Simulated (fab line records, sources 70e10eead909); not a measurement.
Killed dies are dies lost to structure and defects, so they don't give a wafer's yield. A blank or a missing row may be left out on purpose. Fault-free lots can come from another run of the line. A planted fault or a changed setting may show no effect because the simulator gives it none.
Comparing a struck lot with a sound one :: flow nand-harc :: 14 out of 1159 route steps
Sound: these wafers, L669.3, L669.4, L669.6. Wafers L681.1, L681.2, L681.3 were the ones struck. The cause is given at the end.
Order at every step that has rows: each side's tool, ch and its chambers, its first start. Under that, the readings that differ: sound wafers :: struck wafers :: difference of the means :: sigmas: that difference in standard deviations of wafers without a fault.
alike: words and numbers the same on both sides, and readings whose means are apart by under 2 such deviations; not compared: readings that were withheld, readings missing a value for some wafer, numbers with overlapping values and no deviation given by the record, and bounds like >300 which may hide the same value.
A row with sigmas, a row that says differs or no value, or rows on one side alone: a step with any of these is where the two part. Numbers that don't overlap but have no deviation are shown without sigmas and don't part them. A reading that every wafer of one side lacks parts them only if that side has two wafers or more.

NHARC_A_SGD_CUT_STRIP_28: strips in O2, time 20 s.
  sound: rie-diel-04 ch 1,2,3; struck: rie-diel-05 ch 1,2,3
  alike: drypump-motor-current-A, oes-product-au, rf-vpp-V, showerhead-plenum-p-Torr, throttle-valve-pct
  not compared: rf-hours-counter-h
NHARC_A_SGD_CUT_INSPECT_25:
  sound: defect-inspect-02 at day 14 07:13; struck: defect-inspect-01 at day 17 06:12
  alike: raw-defect-count
NHARC_A_SLIT_DEP_25: deposits SiO2, target thk 200 nm.
  sound on pecvd-03 ch 1,2, day 14 07:20; struck on pecvd-03 ch 0,1,2, day 17 06:16
  alike: heater-power-w, showerhead-vpp-V, throttle-valve-pct
NHARC_A_SLIT_DEP_00: deposits aC, target thk 3200 nm.
  sound on acl-dep-01 ch 0, day 14 08:17; struck on acl-dep-03 ch 0, day 17 07:29
  alike: throttle-valve-pct
NHARC_A_SLIT_DEP_23: deposits SiON, target thk 100 nm.
  sound on pecvd-02 ch 0,1,2, day 14 09:36; struck on pecvd-02 ch 0,1,2, day 17 09:29
  alike: heater-power-w, showerhead-vpp-V
then, 7 steps without rows for these wafers: NHARC_A_SLIT_DEHYDRATE_01 (time 120 s); NHARC_A_SLIT_HMDS_02 (time 30 s); NHARC_A_SLIT_COAT_03 (resist thk 90 nm); NHARC_A_SLIT_SOFTBAKE_04 (time 55 s); NHARC_A_SLIT_EBR_05; NHARC_A_SLIT_EXPOSE_06 (exposes mask SLIT); NHARC_A_SLIT_PEB_07 (peb time 65 s).
NHARC_A_SLIT_DEVELOP_08: develop time 35 s.
  struck on litho-track-04, day 17 09:00; sound on litho-track-01 ch 0, day 14 10:00
  no value came back on the struck wafers for chill-plate-temp-C (C), develop-time-s (s); on the sound wafers chill-plate-temp-C (C) reads 22.95 23.09 23.06
NHARC_A_SLIT_CD_MEAS_09: the cd target is 300 nm.
  sound on cd-sem-02 ch 0, day 14 10:17; struck on cd-sem-03 ch 0, day 17 10:02
reading: cd-nm (nm)
sound: 300.5 300.1 300.0
struck: - - -
difference: no value on the struck wafers
sigmas: 

## WHERE THEY PART
Earliest at NHARC_A_SLIT_DEVELOP_08; latest, in this record, at NHARC_A_SLIT_CD_MEAS_09.

WHY: what had been put in by the simulator
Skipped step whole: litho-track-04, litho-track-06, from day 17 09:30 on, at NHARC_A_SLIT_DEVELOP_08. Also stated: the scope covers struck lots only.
